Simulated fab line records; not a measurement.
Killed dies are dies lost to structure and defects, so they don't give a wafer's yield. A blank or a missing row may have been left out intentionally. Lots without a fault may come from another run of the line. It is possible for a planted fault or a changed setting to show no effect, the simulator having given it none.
Chamber matching	flow n5_finfet	N5_HKMG_FIN_CVD_62 on thermal_cvd_si-02: 3 sister chambers
The step deposits a-Si from Si2H6, target thk 3 nm, time 20.8 s. 6 wafers are shown with their chamber, then 7 later ones without.

## WAFERS PAIRED WITH THEIR CHAMBERS
wafer	chamber	heater_power_w (W)
L761.4	1	1116
L761.6	0	1441
L769.1	1	1150
L769.4	0	1446
L773.1	2	1455
L773.5	2	1429

## WAFERS WITH NO CHAMBER GIVEN
wafer	heater_power_w (W)
L773.6	1471
L775.1	1441
L775.4	1431
L775.5	1139
L776.1	1426
L776.3	1459
L776.5	1485

## THE CHAMBER EACH PASSED THROUGH
wafer	from the rows above	in truth
L773.6	can't be placed: 0 or 2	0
L775.1	can't be placed: 2 or 0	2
L775.4	can't be placed: 2 or 0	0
L775.5	1	1
L776.1	can't be placed: 2 or 0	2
L776.3	can't be placed: 0 or 2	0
L776.5	can't be placed: 0 or 2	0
Correctly placed: 1 of 7. Unplaceable from these rows: 6, with the true chamber sitting among the candidates in 6. Number placed wrongly: 0.
How it was worked out, from the rows above alone: a wafer's distance from a chamber is the root of the sum, over the readings, of the square of ((its reading less the chamber's mean) divided by the reading's scatter). If the next closest chamber is less than 2 further off than the closest, the wafer can't be placed; otherwise it belongs to the closest. Each chamber's mean is taken over the wafers shown for it. How the scatter is found: for the shown wafers, subtract from each reading the mean of its chamber, square and add these, divide the total by (wafers less chambers), then take the root.
